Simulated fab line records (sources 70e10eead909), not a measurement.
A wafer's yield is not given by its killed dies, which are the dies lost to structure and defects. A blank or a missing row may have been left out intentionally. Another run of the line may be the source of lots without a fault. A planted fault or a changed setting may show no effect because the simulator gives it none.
Which tool is to blame? + flow nand_harc + route of 1302 steps, sampled at 1 step: 12 lots, 36 wafers

## WHAT THE GAUGES SHOWED, per wafer
NHARC_A_CHANNEL_HOLE_D2_CD_MEAS_10: target cd 100 nm.
| lot  | measured     | on        | cd_nm (nm)       |
|------|--------------|-----------|------------------|
| L075 | day 13 16:56 | cd_sem-03 | 100.1 99.8 100.1 |
| L077 | day 14 19:43 | cd_sem-02 | 100.2 100.3 99.8 |
| L079 | day 15 08:07 | cd_sem-03 | 99.5 99.9 99.9   |
| L081 | day 16 03:26 | cd_sem-03 | 99.5 99.2 99.8   |
| L083 | day 16 15:13 | cd_sem-01 | 100.0 99.8 99.3  |
| L084 | day 17 15:15 | cd_sem-01 | 99.0 99.9 99.8   |
| L087 | day 19 05:42 | cd_sem-03 | 99.8 99.7 99.3   |
| L088 | day 19 12:41 | cd_sem-01 | 99.5 99.7 99.3   |
| L091 | day 20 10:14 | cd_sem-01 | 99.9 100.5 100.3 |
| L093 | day 21 15:12 | cd_sem-01 | 100.6 100.0 99.6 |
| L094 | day 22 00:12 | cd_sem-03 | 100.4 99.9 99.9  |
| L097 | day 22 18:14 | cd_sem-02 | 99.0 99.8 98.3   |

## WHICH TOOL RAN EACH LOT (tool, then ch and the chambers of the sampled wafers, then the start)
Record: no process step prior to these readings.

## THE ANSWER, worked out from the rows above alone
Rule: usual is defined by the lots themselves. The widest of any qualifying gaps counts: lots, ordered by their means at a reading, are off when they make up no more than a third of the lots, leave a main group of 4 or more, and stand apart from it by 3 or more times the standard deviation of that group's means. A main group is skipped when, at the precision printed for the reading in the tables above, its means are all equal. A lot without any number at a reading at which 4 lots or more have one is off too. All remaining lots with rows at the step are treated as sound.
Across all readings shown, no lot is off: no conclusion can be drawn from this.

## WHAT THE SIMULATOR HAD PUT IN
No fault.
